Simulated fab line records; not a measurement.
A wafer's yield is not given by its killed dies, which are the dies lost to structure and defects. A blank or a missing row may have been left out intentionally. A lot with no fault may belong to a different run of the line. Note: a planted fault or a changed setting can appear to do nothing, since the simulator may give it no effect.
Which tool is to blame?    flow n5Finfet    10 lots, 30 wafers sampled, at 4 steps of a route of 1938

## WHAT THE GAUGES READ, wafer by wafer
N5_BEOL_M15_INSPECT_55: inspects for defects (darkfield). Usual: rawDefectCount at 68, with a standard deviation of 22.
lot   measured      on                rawDefectCount  flag
L463  day 11 21:49  defectInspect-02  45 50 60        
L464  day 12 12:16  defectInspect-02  35 45 27        
L465  day 12 15:59  defectInspect-01  109 36 60       
L469  day 13 18:55  defectInspect-01  60 101 103      
L468  day 14 01:04  defectInspect-01  70 56 95        
L470  day 14 13:08  defectInspect-01  40 58 64        
L471  day 14 20:30  defectInspect-01  78 41 47        
L472  day 14 23:58  defectInspect-01  50 60 41        
L480  day 17 04:44  defectInspect-02  75 54 74        
L483  day 18 02:33  defectInspect-01  44 62 44        

## WHAT TOOL EACH LOT RAN ON (gives the tool, then ch and the chambers of the sampled wafers, and finally the start)
lot   N5_BEOL_M15_ETCH_61                N5_BEOL_M15_SPUTTER_44       N5_BEOL_M15_CMP_49
L463  rieDiel-05 ch 1,2,3, day 11 16:32  pvdSputter-01, day 11 20:29  cmp-02 ch 0,1,3, day 11 21:22
L464  rieDiel-05 ch 2,3, day 12 07:38    pvdSputter-03, day 12 11:04  cmp-02 ch 0,1,2, day 12 11:53
L465  rieDiel-02 ch 0,1,3, day 12 12:20  pvdSputter-01, day 12 14:47  cmp-03 ch 0,3, day 12 15:31
L469  rieDiel-02 ch 0,2, day 13 15:30    pvdSputter-03, day 13 17:43  cmp-04 ch 1,3, day 13 18:30
L468  rieDiel-06 ch 1,3, day 13 21:39    pvdSputter-03, day 13 23:49  cmp-04 ch 0,2,3, day 14 00:37
L470  rieDiel-05 ch 1,2,3, day 14 03:18  pvdSputter-01, day 14 11:56  cmp-04 ch 1,3, day 14 12:40
L471  rieDiel-02 ch 0,3, day 14 18:30    pvdSputter-02, day 14 19:18  cmp-02 ch 0,1,2, day 14 20:08
L472  rieDiel-06 ch 0,2,3, day 14 19:08  pvdSputter-03, day 14 22:38  cmp-02 ch 1,2,3, day 14 23:37
L480  rieDiel-06 ch 1,2,3, day 16 18:28  pvdSputter-03, day 17 02:51  cmp-03 ch 1,2,3, day 17 04:22
L483  rieDiel-05 ch 1,2,3, day 17 22:20  pvdSputter-03, day 18 01:20  cmp-03 ch 0,1,3, day 18 02:04
- N5_BEOL_M15_ETCH_61: etches BARC in N2/H2, target depth 89 nm, overetch 26.7 nm, time 67.9 s.
- N5_BEOL_M15_SPUTTER_44: material Ta, target thk 15 nm, time 24.19 s.
- N5_BEOL_M15_CMP_49: polishes, stops on SiO2, t overpolish 4.9 s, target thk 850 nm.

## AS READ BY THE TOOLS THEMSELVES (means over the sampled wafers that have a number; for cases with no such wafer, the mark the record gives instead)
N5_BEOL_M15_ETCH_61. Usual: for chamberPressureMTorr, 30.002 mTorr with a standard deviation of 0.028; for drypumpMotorCurrentA, 5.7 A with a standard deviation of 0.39; for oesProductAu, 0.69 a.u. with a standard deviation of 0.071; for rfFwdPowerW, 832 W with a standard deviation of 3.6; for rfVppV, 524.3 V with a standard deviation of 2.4; for showerheadPlenumPTorr, 2.55 Torr with a standard deviation of 0.087; for throttleValvePct, 17.80 % with a standard deviation of 0.24.
lot   tool        chamberPressureMTorr (mTorr)  drypumpMotorCurrentA (A)  oesProductAu (a.u.)  rfFwdPowerW (W)  rfVppV (V)  showerheadPlenumPTorr (Torr)  throttleValvePct (%)  flag
L463  rieDiel-05  29.990                        5.7                       0.63                 835              524.5       2.55                          17.80                 
L464  rieDiel-05  30.007                        5.7                       0.63                 829              522.8       2.47                          17.78                 
L465  rieDiel-02  29.986                        5.8                       0.67                 832              525.9       2.60                          17.98                 
L469  rieDiel-02  29.998                        6.4                       0.74                 830              525.2       2.59                          17.82                 
L468  rieDiel-06  30.002                        5.8                       0.73                 828              523.5       2.53                          17.52                 
L470  rieDiel-05  29.991                        5.7                       0.70                 835              523.8       2.54                          17.67                 
L471  rieDiel-02  30.005                        5.9                       0.69                 832              524.2       2.56                          17.83                 
L472  rieDiel-06  29.989                        5.4                       0.73                 832              523.0       2.53                          17.86                 
L480  rieDiel-06  30.025                        5.8                       0.74                 832              524.5       2.54                          17.66                 
L483  rieDiel-05  30.002                        5.7                       0.66                 834              523.7       2.53                          17.72                 

N5_BEOL_M15_SPUTTER_44. Usual: throttleValvePct at 29.8 %, with a standard deviation of 0.94.
lot   tool           throttleValvePct (%)  flag
L463  pvdSputter-01  29.8                  
L464  pvdSputter-03  29.8                  
L465  pvdSputter-01  29.9                  
L469  pvdSputter-03  30.0                  
L468  pvdSputter-03  29.5                  
L470  pvdSputter-01  29.5                  
L471  pvdSputter-02  30.7                  
L472  pvdSputter-03  29.5                  
L480  pvdSputter-03  30.4                  
L483  pvdSputter-03  29.4                  

N5_BEOL_M15_CMP_49. Usual: barrierFieldEndpointS 11.35 s, standard deviation 0.25; headPressurePsi 2.000 psi, standard deviation 0.0043; motorCurrentA 8.1 A, standard deviation 1.1; padLifeWafers 1026, standard deviation 640.
lot   tool    barrierFieldEndpointS (s)  headPressurePsi (psi)  motorCurrentA (A)  padLifeWafers  flag
L463  cmp-02  11.55                      2.002                  7.3                1681           
L464  cmp-02  11.53                      1.998                  8.0                1820           
L465  cmp-03  11.21                      1.997                  8.0                1296           
L469  cmp-04  11.09                      1.998                  9.5                914            
L468  cmp-04  11.40                      2.001                  8.7                949            
L470  cmp-04  11.42                      1.995                  9.6                1009           
L471  cmp-02  11.20                      1.999                  7.8                194            
L472  cmp-02  11.10                      1.999                  6.9                231            
L480  cmp-03  8.60                       2.002                  8.7                81             OFF
L483  cmp-03  9.92                       2.002                  8.3                223            OFF

## THE ANSWER, worked out from the rows above alone
Rule: a lot is off if the mean of its wafers that have a number lies more than 3 standard deviations from the usual mean. A lot without any number at a reading at which 4 lots or more have one is off too. The other lots that the step has rows for count as sound. The gauges are gone through in route order, then the tools' own readings, and for those a lot's mean is taken as printed above. The first step at which some lot is off is used, and at that step the reading that is off furthest; a lot without a number counts as furthest.
Off, at N5_BEOL_M15_CMP_49 on barrierFieldEndpointS: L480, L483.
A tool fits if, at that step or a process step before it, it ran every lot that is off, and no sound lot after the first of them. Can't be told from this: 2 tools fit, pvdSputter-03 at N5_BEOL_M15_SPUTTER_44, cmp-03 at N5_BEOL_M15_CMP_49.

## WHAT THE SIMULATOR HAD PUT IN
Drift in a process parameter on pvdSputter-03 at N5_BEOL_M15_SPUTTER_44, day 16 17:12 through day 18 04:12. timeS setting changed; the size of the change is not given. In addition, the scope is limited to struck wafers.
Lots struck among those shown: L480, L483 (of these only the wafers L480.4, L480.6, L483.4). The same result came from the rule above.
